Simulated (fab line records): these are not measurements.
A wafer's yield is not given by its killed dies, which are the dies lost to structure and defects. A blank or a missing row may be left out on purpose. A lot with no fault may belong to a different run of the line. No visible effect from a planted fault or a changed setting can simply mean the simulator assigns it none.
fab line records    flow n5Finfet
record: lots: 24  wafers: 72  lastDay: 17
route steps=1938 shown BEOL_M2@922 BEOL_M3@946
lots that met no fault: taken from a fault-free run of the same line
startH: the number of hours between the record's first day and the start of the first shown wafer of the lot    waitH: hours since the lot's step before    " identical to the entry in the row above    L1.1+2: several wafers, shown together as one row    - no value present, or no start provided    * or withheld: withheld    < > ~ a bound
route shown NAME@n: a module of which the file shows steps, and the number in the route of the first    usual: mean and standard deviation over wafers with no fault    same: alike in all rows    chamber/n: place in a boat    sites: each site's reading    _std_site: standard deviation across them    _edge_site: inner sites' mean taken away from outer sites' mean    radiusMm: how far each site lies from the wafer's centre    mask NAME#n: copy n    behind: tool/chamber where the wafer was last shaped    hold: the reason the lot was held/the length of the hold in hours/how it ended    device: the transistor (n, p or np) that didn't switch    end of line: the same wafers' tests at the end of the route    a step given without rows: its recipe and nothing more    killed: dies lost to structure and defects at the first sort, not the wafer's yield    map: dies across one wafer; x = killed, . = not, _ = none there
set.NAME: the run value of the setting; set.NAME@STEP: its run value at that earlier step    model.NAME: the simulator's own value behind a step, which no gauge read
a sample of lots followed through the steps of the route, with each step as a table and each wafer as a row
services: the hour from which a tool's chamber was out of use, counted from the record's first day as startH (under 0 if before that day), plus the number of hours and why
== steps ==
step: N5_BEOL_M2_ANNEAL_51
recipe: tempC: 225  timeS: 90  ambient: N2
usual: wafer_temp_C_max: 225.91/0.25
lot.wafer  tool          chamber  startH  waitH  wafer_temp_C_max
L074.1     rtpAnneal-01  0        147.86  0.1    226.23
L074.2     "             0        "       "      225.52
L074.5     "             0        "       "      225.91
L075.1     rtpAnneal-02  0        153.49  0.2    226.52
L075.2     "             0        "       "      226.04
L075.3     "             0        "       "      225.81
L076.1     rtpAnneal-01  0        155.43  0.2    225.82
L076.2     "             0        "       "      225.85
L076.4     "             0        "       "      225.40
L077.2     rtpAnneal-02  0        158.15  0.1    225.73
L077.3     "             0        "       "      225.67
L077.5     "             0        "       "      226.11
L078.2     rtpAnneal-01  0        160.29  0.1    226.02
L078.3     "             0        "       "      225.67
L078.6     "             0        "       "      226.00
L079.1     rtpAnneal-01  0        163.96  0.1    225.92
L079.4     "             0        "       "      225.76
L079.6     "             0        "       "      225.85
L080.4     rtpAnneal-01  0        174.06  0.2    226.41
L080.5     "             0        "       "      225.87
L080.6     "             0        "       "      226.16
L081.3     rtpAnneal-01  0        191.33  0.3    225.48
L081.4     "             0        "       "      225.84
L081.5     "             0        "       "      225.65
L082.1     rtpAnneal-01  0        191.51  0.2    226.03
L082.2     "             0        "       "      226.10
L082.6     "             0        "       "      226.11
L083.2     rtpAnneal-01  0        194.18  0.1    225.84
L083.4     "             0        "       "      225.56
L083.6     "             0        "       "      225.83
L084.1     rtpAnneal-02  0        194.73  0.1    225.70
L084.2     "             0        "       "      226.34
L084.6     "             0        "       "      225.63
L085.1     rtpAnneal-01  0        211.44  0.1    225.75
L085.5     "             0        "       "      225.90
L085.6     "             0        "       "      225.80
L086.1     rtpAnneal-01  0        216.14  0.1    226.21
L086.2     "             0        "       "      225.80
L086.4     "             0        "       "      225.89
L087.1     rtpAnneal-02  0        220.75  0.3    226.33
L087.5     "             0        "       "      225.89
L087.6     "             0        "       "      226.31
L089.1     rtpAnneal-02  0        224.57  0.9    226.15
L089.3     "             0        "       "      226.13
L089.4     "             0        "       "      225.87
L088.1     rtpAnneal-01  0        234.57  0.1    225.59
L088.4     "             0        "       "      225.46
L088.5     "             0        "       "      225.52
L090.3     rtpAnneal-02  0        235.29  0.5    226.17
L090.5     "             0        "       "      225.72
L090.6     "             0        "       "      225.97
L091.1     rtpAnneal-02  0        241.17  0.1    226.03
L091.4     "             0        "       "      226.34
L091.5     "             0        "       "      226.08
L092.2     rtpAnneal-01  0        249.71  0.1    225.74
L092.4     "             0        "       "      225.88
L092.6     "             0        "       "      225.69
L093.1     rtpAnneal-01  0        263.93  0.1    225.86
L093.4     "             0        "       "      226.08
L093.6     "             0        "       "      225.76
L094.1     rtpAnneal-01  0        274.89  0.2    225.60
L094.2     "             0        "       "      226.24
L094.6     "             0        "       "      225.81
L097.1     rtpAnneal-01  0        283.11  0.1    225.70
L097.2     "             0        "       "      225.93
L097.3     "             0        "       "      225.87
L095.3     rtpAnneal-01  0        285.66  0.1    225.73
L095.5     "             0        "       "      226.05
L095.6     "             0        "       "      225.85
L096.1     rtpAnneal-01  0        287.41  0.1    225.69
L096.4     "             0        "       "      226.05
L096.6     "             0        "       "      225.93
step: N5_BEOL_M3_INSPECT_13
recipe: mode: adi  inspectInstrument: brightfield
usual: rawDefectCount: 414/98
lot.wafer  tool              chamber  startH  waitH  rawDefectCount
L074.1     defectInspect-01  -        149.80  0.1    508
L074.2     "                 -        "       "      345
L074.5     "                 -        "       "      361
L075.1     defectInspect-01  -        155.70  0.1    373
L075.2     "                 -        "       "      422
L075.3     "                 -        "       "      367
L076.1     defectInspect-02  -        157.20  0.1    279
L076.2     "                 -        "       "      305
L076.4     "                 -        "       "      305
L077.2     defectInspect-02  -        161.01  0.0    322
L077.3     "                 -        "       "      292
L077.5     "                 -        "       "      430
L078.2     defectInspect-02  -        162.50  0.0    428
L078.3     "                 -        "       "      375
L078.6     "                 -        "       "      389
L079.1     defectInspect-01  -        165.72  0.1    486
L079.4     "                 -        "       "      475
L079.6     "                 -        "       "      310
L080.4     defectInspect-02  -        176.31  0.0    409
L080.5     "                 -        "       "      401
L080.6     "                 -        "       "      446
L081.3     defectInspect-02  -        192.80  0.0    418
L081.4     "                 -        "       "      456
L081.5     "                 -        "       "      373
L082.1     defectInspect-02  -        193.19  0.1    595
L082.2     "                 -        "       "      629
L082.6     "                 -        "       "      578
L083.2     defectInspect-02  -        196.00  0.0    230
L083.4     "                 -        "       "      344
L083.6     "                 -        "       "      298
L084.1     defectInspect-02  -        196.62  0.1    416
L084.2     "                 -        "       "      483
L084.6     "                 -        "       "      313
L085.1     defectInspect-01  -        214.15  0.1    457
L085.5     "                 -        "       "      499
L085.6     "                 -        "       "      347
L086.1     defectInspect-01  -        218.30  0.1    397
L086.2     "                 -        "       "      576
L086.4     "                 -        "       "      535
L087.1     defectInspect-01  -        223.85  0.1    460
L087.5     "                 -        "       "      472
L087.6     "                 -        "       "      486
L089.1     defectInspect-02  -        229.14  0.1    524
L089.3     "                 -        "       "      414
L089.4     "                 -        "       "      415
L088.1     defectInspect-01  -        236.15  0.1    872
L088.4     "                 -        "       "      472
L088.5     "                 -        "       "      602
L090.3     defectInspect-01  -        238.42  0.0    316
L090.5     "                 -        "       "      325
L090.6     "                 -        "       "      470
L091.1     defectInspect-01  -        246.78  0.1    443
L091.4     "                 -        "       "      303
L091.5     "                 -        "       "      421
L092.2     defectInspect-01  -        252.95  0.0    425
L092.4     "                 -        "       "      357
L092.6     "                 -        "       "      319
L093.1     defectInspect-02  -        266.09  0.1    343
L093.4     "                 -        "       "      400
L093.6     "                 -        "       "      346
L094.1     defectInspect-02  -        276.48  0.1    576
L094.2     "                 -        "       "      364
L094.6     "                 -        "       "      270
L097.1     defectInspect-02  -        286.32  0.1    509
L097.2     "                 -        "       "      585
L097.3     "                 -        "       "      485
L095.3     defectInspect-01  -        287.26  0.0    319
L095.5     "                 -        "       "      557
L095.6     "                 -        "       "      395
L096.1     defectInspect-01  -        292.89  0.1    408
L096.4     "                 -        "       "      447
L096.6     "                 -        "       "      446
step: N5_BEOL_M3_ETCH_41
recipe: chemistry: CH3F/O2  target: SiCN  targetDepthA: 299  taperDeg: 2  timeS: 52.5  ionEnergyEv: 120  maskMaterial: TiN  pressureMtorr: 30  sourceW: 395  biasW: 75  Ar_flow_sccm: 150  CH3F_flow_sccm: 30  O2_flow_sccm: 20
usual: CH3F_flow_sccm: 30.01/0.09  O2_flow_sccm: 20.00/0.064  drypumpMotorCurrentA: 5.52/0.26  oesProductAu: 0.79/0.083  rfVppV: 297.5/1.6  showerheadPlenumPTorr: 2.01/0.069  throttleValvePct: 16.27/0.26
lot.wafer  tool        chamber  startH  waitH  CH3F_flow_sccm  O2_flow_sccm  drypumpMotorCurrentA  oesProductAu  rfHoursCounterH  rfVppV  showerheadPlenumPTorr  throttleValvePct
L074.1     rieDiel-02  1        -       -      29.99           19.99         5.64                  0.86          53               296.3   1.94                   16.21
L074.2     "           3        "       "      29.94           19.90         5.33                  0.77          146              294.8   1.91                   16.31
L074.5     "           2        "       "      30.08           20.04         5.82                  0.86          -                297.9   2.02                   15.85
L075.1     rieDiel-02  0        -       -      30.03           19.98         5.10                  0.70          225              298.3   2.05                   16.40
L075.2     "           1        "       "      30.07           19.89         5.64                  0.85          54               296.0   1.94                   16.23
L075.3     "           2        "       "      30.00           20.06         5.84                  0.85          69               297.4   2.02                   15.83
L076.1     rieDiel-01  3        -       -      29.95           20.01         5.17                  0.85          48               298.0   2.04                   16.51
L076.2     "           0        "       "      30.01           19.88         5.44                  0.77          146              295.5   1.91                   16.37
L076.4     "           2        "       "      30.03           19.98         5.74                  0.67          227              297.4   2.07                   16.86
L077.2     rieDiel-01  0        -       -      30.06           19.96         5.40                  0.76          147              296.4   1.91                   16.37
L077.3     "           1        "       "      29.97           20.06         5.50                  0.70          248              297.6   2.05                   16.29
L077.5     "           2        "       "      30.02           19.94         5.76                  0.68          -                299.0   2.07                   16.86
L078.2     rieDiel-06  3        -       -      29.90           20.05         5.88                  0.87          63               300.4   2.14                   16.03
L078.3     "           1        "       "      30.10           19.89         5.29                  0.70          209              297.2   1.97                   16.41
L078.6     "           3        "       "      29.93           20.14         5.88                  0.88          -                299.4   2.14                   16.02
L079.1     rieDiel-01  1        -       -      30.14           20.07         5.47                  0.70          250              298.1   2.05                   16.30
L079.4     "           3        "       "      30.05           19.96         5.15                  0.85          51               299.4   2.04                   16.50
L079.6     "           1        "       "      29.92           20.08         5.47                  0.70          -                298.3   2.05                   16.29
L080.4     rieDiel-02  3        -       -      29.97           19.97         5.33                  0.76          155              294.1   1.91                   16.33
L080.5     "           1        "       "      29.95           20.08         5.66                  0.83          -                295.7   1.93                   16.23
L080.6     "           0        "       "      29.99           20.06         5.11                  0.69          -                298.6   2.05                   16.43
L081.3     rieDiel-02  1        -       -      30.20           20.00         5.64                  0.84          67               295.1   1.93                   16.25
L081.4     "           2        "       "      29.82           19.92         5.81                  0.84          81               297.5   2.02                   15.86
L081.5     "           1        "       "      30.12           20.02         5.64                  0.83          -                296.1   1.93                   16.24
L082.1     rieDiel-06  1        -       -      30.02           19.97         5.32                  0.69          220              296.0   1.97                   16.44
L082.2     "           0        "       "      30.03           20.03         5.77                  0.69          232              298.0   1.99                   16.63
L082.6     "           2        "       "      30.01           20.01         5.45                  0.73          -                297.9   2.06                   16.13
L083.2     rieDiel-06  0        -       -      30.02           19.91         5.77                  0.69          234              298.2   1.99                   16.61
L083.4     "           3        "       "      29.89           19.90         5.90                  0.85          73               299.9   2.13                   16.04
L083.6     "           2        "       "      30.10           19.90         5.42                  0.72          -                301.4   2.06                   16.14
L084.1     rieDiel-01  0        -       -      29.98           20.07         5.41                  0.75          162              296.5   1.91                   16.38
L084.2     "           3        "       "      29.93           20.03         5.14                  0.83          63               298.1   2.04                   16.53
L084.6     "           0        "       "      29.92           20.09         5.40                  0.76          -                295.7   1.91                   16.38
L085.1     rieDiel-02  2        -       -      30.02           19.98         5.85                  0.82          89               298.2   2.01                   15.88
L085.5     "           2        "       "      29.98           20.00         5.81                  0.82          -                299.1   2.01                   15.87
L085.6     "           3        "       "      29.89           19.98         5.32                  0.75          -                297.0   1.90                   16.33
L086.1     rieDiel-02  1        -       -      29.90           20.01         5.66                  0.83          76               296.2   1.93                   16.26
L086.2     "           0        "       "      29.93           19.95         5.12                  0.68          247              298.0   2.04                   16.45
L086.4     "           2        "       "      30.12           20.20         5.81                  0.83          91               298.0   2.01                   15.88
L087.1     rieDiel-02  0        -       -      29.95           20.01         5.12                  0.68          248              297.9   2.04                   16.45
L087.5     "           1        "       "      29.82           20.02         5.65                  0.83          -                297.0   1.93                   16.27
L087.6     "           0        "       "      29.82           20.00         5.11                  0.68          -                296.7   2.04                   16.46
L089.1     rieDiel-06  3        -       -      30.01           20.08         5.90                  0.85          83               301.0   2.13                   16.07
L089.3     "           1        "       "      29.86           19.99         5.31                  0.68          231              298.2   1.96                   16.47
L089.4     "           2        "       "      29.94           20.00         5.44                  0.72          195              299.7   2.06                   16.15
L088.1     rieDiel-01  0        -       -      30.16           19.96         5.44                  0.74          173              295.7   1.91                   16.40
L088.4     "           0        "       "      30.04           19.98         5.41                  0.74          -                296.1   1.91                   16.40
L088.5     "           3        "       "      29.98           20.10         5.16                  0.81          -                299.6   2.03                   16.54
L090.3     rieDiel-02  2        -       -      30.10           20.02         5.87                  0.82          -                297.5   2.01                   15.88
L090.5     "           2        "       "      30.00           19.97         5.86                  0.82          -                297.6   2.01                   15.89
L090.6     "           3        "       "      29.95           19.88         5.34                  0.74          -                295.4   1.90                   16.36
L091.1     rieDiel-06  3        -       -      30.18           19.99         5.93                  0.83          92               299.8   2.13                   16.08
L091.4     "           3        "       "      30.18           20.03         5.88                  0.84          -                299.9   2.13                   16.08
L091.5     "           3        "       "      30.04           19.98         5.89                  0.83          -                300.2   2.12                   16.08
L092.2     rieDiel-01  0        -       -      29.86           20.01         5.40                  0.75          180              294.4   1.90                   16.42
L092.4     "           1        "       "      29.88           20.03         5.47                  0.94          28               298.8   2.04                   15.84
L092.6     "           2        "       "      30.08           20.02         5.74                  0.99          -                298.5   2.06                   16.43
L093.1     rieDiel-01  1        -       -      30.17           19.99         5.47                  0.92          29               298.6   2.04                   15.87
L093.4     "           2        "       "      30.00           19.95         5.74                  0.97          4                298.1   2.06                   16.44
L093.6     "           3        "       "      30.00           20.04         5.17                  0.80          -                298.5   2.03                   16.58
L094.1     rieDiel-02  1        -       -      30.16           19.99         5.65                  0.81          92               295.3   1.92                   16.29
L094.2     "           0        "       "      30.17           19.96         5.12                  0.93          11               300.0   2.04                   15.98
L094.6     "           2        "       "      30.12           19.94         5.84                  0.81          -                298.0   2.01                   15.92
L097.1     rieDiel-01  0        -       -      30.06           19.94         5.41                  0.73          185              295.6   1.90                   16.43
L097.2     "           3        "       "      29.94           19.98         5.14                  0.80          87               299.1   2.03                   16.59
L097.3     "           1        "       "      30.01           19.86         5.49                  0.91          33               299.5   2.04                   15.87
L095.3     rieDiel-06  2        -       -      30.07           19.97         5.44                  0.71          214              298.0   2.05                   16.19
L095.5     "           2        "       "      30.00           19.98         5.44                  0.70          -                297.7   2.05                   16.17
L095.6     "           3        "       "      29.95           19.99         5.90                  0.83          -                299.3   2.12                   16.10
L096.1     rieDiel-02  3        -       -      30.07           20.03         5.34                  0.73          192              295.9   1.90                   16.38
L096.4     "           2        "       "      30.11           20.00         5.85                  0.80          113              297.1   2.01                   15.92
L096.6     "           3        "       "      30.05           20.01         5.34                  0.74          -                296.3   1.90                   16.39
step: N5_BEOL_M3_ANNEAL_49
recipe: tempC: 400  timeS: 240  ambient: vacuum
usual: heaterPowerW: 821/64
lot.wafer  tool           chamber  startH  waitH  heaterPowerW
L074.1     pvdSputter-03  -        155.29  0.0    752
L074.2     "              -        "       "      930
L074.5     "              -        "       "      929
L075.1     pvdSputter-03  -        159.38  0.0    750
L075.2     "              -        "       "      866
L075.3     "              -        "       "      950
L076.1     pvdSputter-03  -        162.24  0.0    878
L076.2     "              -        "       "      940
L076.4     "              -        "       "      918
L077.2     pvdSputter-02  -        165.23  0.0    762
L077.3     "              -        "       "      761
L077.5     "              -        "       "      775
L078.2     pvdSputter-03  -        165.42  0.0    881
L078.3     "              -        "       "      770
L078.6     "              -        "       "      941
L079.1     pvdSputter-02  -        169.04  0.0    774
L079.4     "              -        "       "      759
L079.6     "              -        "       "      758
L080.4     pvdSputter-02  -        184.02  0.0    762
L080.5     "              -        "       "      756
L080.6     "              -        "       "      892
L081.3     pvdSputter-01  -        195.84  0.0    754
L081.4     "              -        "       "      832
L081.5     "              -        "       "      813
L082.1     pvdSputter-02  -        196.65  0.0    763
L082.2     "              -        "       "      764
L082.6     "              -        "       "      880
L083.2     pvdSputter-01  -        199.28  0.0    805
L083.4     "              -        "       "      888
L083.6     "              -        "       "      813
L084.1     pvdSputter-03  -        207.62  0.0    926
L084.2     "              -        "       "      966
L084.6     "              -        "       "      752
L085.1     pvdSputter-03  -        218.12  0.0    891
L085.5     "              -        "       "      755
L085.6     "              -        "       "      954
L086.1     pvdSputter-02  -        226.34  0.0    733
L086.2     "              -        "       "      769
L086.4     "              -        "       "      797
L087.1     pvdSputter-02  -        229.82  0.0    769
L087.5     "              -        "       "      770
L087.6     "              -        "       "      753
L089.1     pvdSputter-01  -        232.85  0.0    775
L089.3     "              -        "       "      801
L089.4     "              -        "       "      824
L088.1     pvdSputter-01  -        247.94  0.0    868
L088.4     "              -        "       "      797
L088.5     "              -        "       "      817
L090.3     pvdSputter-02  -        250.00  0.0    757
L090.5     "              -        "       "      851
L090.6     "              -        "       "      761
L091.1     pvdSputter-01  -        267.31  0.0    892
L091.4     "              -        "       "      795
L091.5     "              -        "       "      805
L092.2     pvdSputter-02  -        267.75  0.0    775
L092.4     "              -        "       "      760
L092.6     "              -        "       "      770
L093.1     pvdSputter-01  -        276.63  0.0    776
L093.4     "              -        "       "      829
L093.6     "              -        "       "      866
L094.1     pvdSputter-02  -        283.95  0.0    783
L094.2     "              -        "       "      761
L094.6     "              -        "       "      747
L097.1     pvdSputter-01  -        293.80  0.0    907
L097.2     "              -        "       "      813
L097.3     "              -        "       "      796
L095.3     pvdSputter-02  -        296.71  0.0    749
L095.5     "              -        "       "      860
L095.6     "              -        "       "      768
L096.1     pvdSputter-01  -        297.30  0.0    848
L096.4     "              -        "       "      890
L096.6     "              -        "       "      782
step: N5_BEOL_M3_ANNEAL_93
recipe: tempC: 400  timeS: 240  ambient: vacuum
usual: heaterPowerW: 821/65
lot.wafer  tool           chamber  startH  waitH  heaterPowerW
L074.1     pvdSputter-03  -        156.61  0.0    755
L074.2     "              -        "       "      980
L074.5     "              -        "       "      935
L075.1     pvdSputter-03  -        160.70  0.0    767
L075.2     "              -        "       "      880
L075.3     "              -        "       "      966
L076.1     pvdSputter-03  -        163.56  0.0    875
L076.2     "              -        "       "      947
L076.4     "              -        "       "      923
L077.2     pvdSputter-02  -        166.55  0.0    762
L077.3     "              -        "       "      766
L077.5     "              -        "       "      757
L078.2     pvdSputter-03  -        166.74  0.0    857
L078.3     "              -        "       "      767
L078.6     "              -        "       "      945
L079.1     pvdSputter-02  -        170.36  0.0    751
L079.4     "              -        "       "      762
L079.6     "              -        "       "      751
L080.4     pvdSputter-02  -        185.34  0.0    769
L080.5     "              -        "       "      741
L080.6     "              -        "       "      881
L081.3     pvdSputter-01  -        197.16  0.0    785
L081.4     "              -        "       "      806
L081.5     "              -        "       "      809
L082.1     pvdSputter-02  -        197.97  0.0    758
L082.2     "              -        "       "      780
L082.6     "              -        "       "      904
L083.2     pvdSputter-01  -        200.60  0.0    810
L083.4     "              -        "       "      885
L083.6     "              -        "       "      793
L084.1     pvdSputter-03  -        208.94  0.0    922
L084.2     "              -        "       "      933
L084.6     "              -        "       "      773
L085.1     pvdSputter-03  -        219.44  0.0    845
L085.5     "              -        "       "      775
L085.6     "              -        "       "      929
L086.1     pvdSputter-02  -        227.66  0.0    762
L086.2     "              -        "       "      763
L086.4     "              -        "       "      793
L087.1     pvdSputter-02  -        231.14  0.0    781
L087.5     "              -        "       "      778
L087.6     "              -        "       "      784
L089.1     pvdSputter-01  -        234.17  0.0    775
L089.3     "              -        "       "      800
L089.4     "              -        "       "      823
L088.1     pvdSputter-01  -        249.26  0.0    872
L088.4     "              -        "       "      824
L088.5     "              -        "       "      836
L090.3     pvdSputter-02  -        251.32  0.0    776
L090.5     "              -        "       "      889
L090.6     "              -        "       "      758
L091.1     pvdSputter-01  -        268.63  0.0    886
L091.4     "              -        "       "      801
L091.5     "              -        "       "      816
L092.2     pvdSputter-02  -        269.07  0.0    759
L092.4     "              -        "       "      767
L092.6     "              -        "       "      778
L093.1     pvdSputter-01  -        277.95  0.0    778
L093.4     "              -        "       "      826
L093.6     "              -        "       "      865
L094.1     pvdSputter-02  -        285.27  0.0    764
L094.2     "              -        "       "      765
L094.6     "              -        "       "      765
L097.1     pvdSputter-01  -        295.12  0.0    888
L097.2     "              -        "       "      839
L097.3     "              -        "       "      801
L095.3     pvdSputter-02  -        298.03  0.0    767
L095.5     "              -        "       "      904
L095.6     "              -        "       "      781
L096.1     pvdSputter-01  -        298.62  0.0    816
L096.4     "              -        "       "      862
L096.6     "              -        "       "      808
step: N5_BEOL_M3_THK_MEAS_53
recipe: thkMeasGauge: xrf  reads: Cu_of_BEOL_M3_ECD_50
usual: M3_THK: 40.4/1.7
lot.wafer  tool          chamber  startH  waitH  M3_THK[nm]
L074.1     filmMetro-02  -        157.76  -      39.1
L074.2     "             -        "       "      38.8
L074.5     "             -        "       "      41.1
L075.1     filmMetro-01  -        161.85  -      37.6
L075.2     "             -        "       "      37.9
L075.3     "             -        "       "      39.3
L076.1     filmMetro-01  -        164.83  -      39.6
L076.2     "             -        "       "      38.3
L076.4     "             -        "       "      40.9
L077.2     filmMetro-02  -        167.70  -      41.8
L077.3     "             -        "       "      43.0
L077.5     "             -        "       "      42.1
L078.2     filmMetro-01  -        168.15  -      41.2
L078.3     "             -        "       "      38.2
L078.6     "             -        "       "      40.9
L079.1     filmMetro-01  -        171.51  -      38.6
L079.4     "             -        "       "      42.8
L079.6     "             -        "       "      39.2
L080.4     filmMetro-02  -        186.49  -      42.8
L080.5     "             -        "       "      41.9
L080.6     "             -        "       "      41.5
L081.3     filmMetro-02  -        198.32  -      40.1
L081.4     "             -        "       "      41.8
L081.5     "             -        "       "      40.5
L082.1     filmMetro-01  -        199.11  -      39.7
L082.2     "             -        "       "      38.9
L082.6     "             -        "       "      42.1
L083.2     filmMetro-02  -        201.95  -      37.7
L083.4     "             -        "       "      37.0
L083.6     "             -        "       "      40.7
L084.1     filmMetro-01  -        210.10  -      39.1
L084.2     "             -        "       "      40.3
L084.6     "             -        "       "      39.7
L085.1     filmMetro-02  -        220.60  -      36.7
L085.5     "             -        "       "      42.5
L085.6     "             -        "       "      40.9
L086.1     filmMetro-01  -        228.81  -      40.3
L086.2     "             -        "       "      38.6
L086.4     "             -        "       "      41.8
L087.1     filmMetro-01  -        232.87  -      38.5
L087.5     "             -        "       "      42.1
L087.6     "             -        "       "      42.1
L089.1     filmMetro-01  -        235.48  -      39.3
L089.3     "             -        "       "      39.2
L089.4     "             -        "       "      39.5
L088.1     filmMetro-01  -        250.52  -      40.1
L088.4     "             -        "       "      43.0
L088.5     "             -        "       "      41.7
L090.3     filmMetro-02  -        252.49  -      38.4
L090.5     "             -        "       "      38.7
L090.6     "             -        "       "      40.6
L091.1     filmMetro-02  -        269.78  -      42.1
L091.4     "             -        "       "      42.5
L091.5     "             -        "       "      43.4
L092.2     filmMetro-02  -        270.22  -      42.4
L092.4     "             -        "       "      42.6
L092.6     "             -        "       "      42.7
L093.1     filmMetro-01  -        279.15  -      36.9
L093.4     "             -        "       "      41.0
L093.6     "             -        "       "      40.0
L094.1     filmMetro-01  -        286.61  -      41.0
L094.2     "             -        "       "      43.6
L094.6     "             -        "       "      42.7
L097.1     filmMetro-01  -        296.27  -      38.2
L097.2     "             -        "       "      40.5
L097.3     "             -        "       "      40.6
L095.3     filmMetro-02  -        299.18  -      39.6
L095.5     "             -        "       "      42.9
L095.6     "             -        "       "      42.3
L096.1     filmMetro-01  -        300.85  -      41.4
L096.4     "             -        "       "      42.4
L096.6     "             -        "       "      42.4
== services ==
tool           chamber  startH  hours  kind
rieDiel-06     2        125.43  12.1   repair
pvdSputter-02  -        126.57  5.3    repair
rieDiel-02     3        142.67  1.8    repair
rieDiel-01     2        164.28  2.8    repair
rieDiel-01     1        168.11  -      clean
rieDiel-01     1        168.11  -      consumableReplace:focusRing
rieDiel-01     1        168.11  13.9   scheduledDown
rieDiel-01     1        168.11  13.9   ventCycle
rieDiel-02     0        233.89  -      clean
rieDiel-02     0        233.89  -      consumableReplace:focusRing
rieDiel-02     0        233.89  14.9   scheduledDown
rieDiel-02     0        233.89  14.9   ventCycle
pvdSputter-03  -        235.09  39.9   repair
rieDiel-01     2        235.33  5.0    repair
rieDiel-01     2        242.52  -      clean
rieDiel-01     2        242.52  -      consumableReplace:focusRing
rieDiel-01     2        242.52  17.4   scheduledDown
rieDiel-01     2        242.52  17.4   ventCycle
rieDiel-02     1        243.32  8.0    repair
rieDiel-06     0        260.74  -      clean
rieDiel-06     0        260.74  -      consumableReplace:focusRing
rieDiel-06     0        260.74  22.9   scheduledDown
rieDiel-06     0        260.74  22.9   ventCycle
== key ==
fault none
